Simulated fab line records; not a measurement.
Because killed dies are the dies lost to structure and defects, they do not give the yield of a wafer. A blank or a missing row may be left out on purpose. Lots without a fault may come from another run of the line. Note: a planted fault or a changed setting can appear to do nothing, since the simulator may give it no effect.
The tool behind it: which one?	flow n5 finfet	11 lots (33 wafers sampled), 1 step of a 1938-step route

## WHAT THE GAUGES SHOWED, per wafer
N5_BEOL_M4_INSPECT_30: inspects for defects (brightfield).
lot	measured	on	raw defect count
L075	day 8 04:32	defect inspect-02	437 462 578
L078	day 9 05:35	defect inspect-01	416 354 382
L077	day 9 09:13	defect inspect-02	255 318 292
L080	day 9 12:16	defect inspect-02	461 477 347
L083	day 9 17:19	defect inspect-01	407 449 463
L085	day 10 20:23	defect inspect-01	619 468 443
L088	day 11 17:42	defect inspect-01	465 315 395
L089	day 12 00:32	defect inspect-01	483 457 296
L093	day 12 14:55	defect inspect-02	436 261 279
L094	day 12 19:40	defect inspect-02	534 470 472
L097	day 13 16:59	defect inspect-01	471 476 383

## WHAT TOOL EACH LOT RAN ON (gives the tool, then ch and the chambers of the sampled wafers, and finally the start)
The record shows no process step preceding these readings.

## THE ANSWER, worked out from the rows above alone
Rule: what is usual is taken from the lots themselves. The widest of any qualifying gaps counts: lots, ordered by their means at a reading, are off when they make up no more than a third of the lots, leave a main group of 4 or more, and stand apart from it by 3 or more times the standard deviation of that group's means. A main group is skipped when, at the precision printed for the reading in the tables above, its means are all equal. A lot without any number at a reading at which 4 lots or more have one is off too. All remaining lots with rows at the step are treated as sound.
None of the lots is off at any reading shown; this tells nothing.

## WHAT THE SIMULATOR PUT IN
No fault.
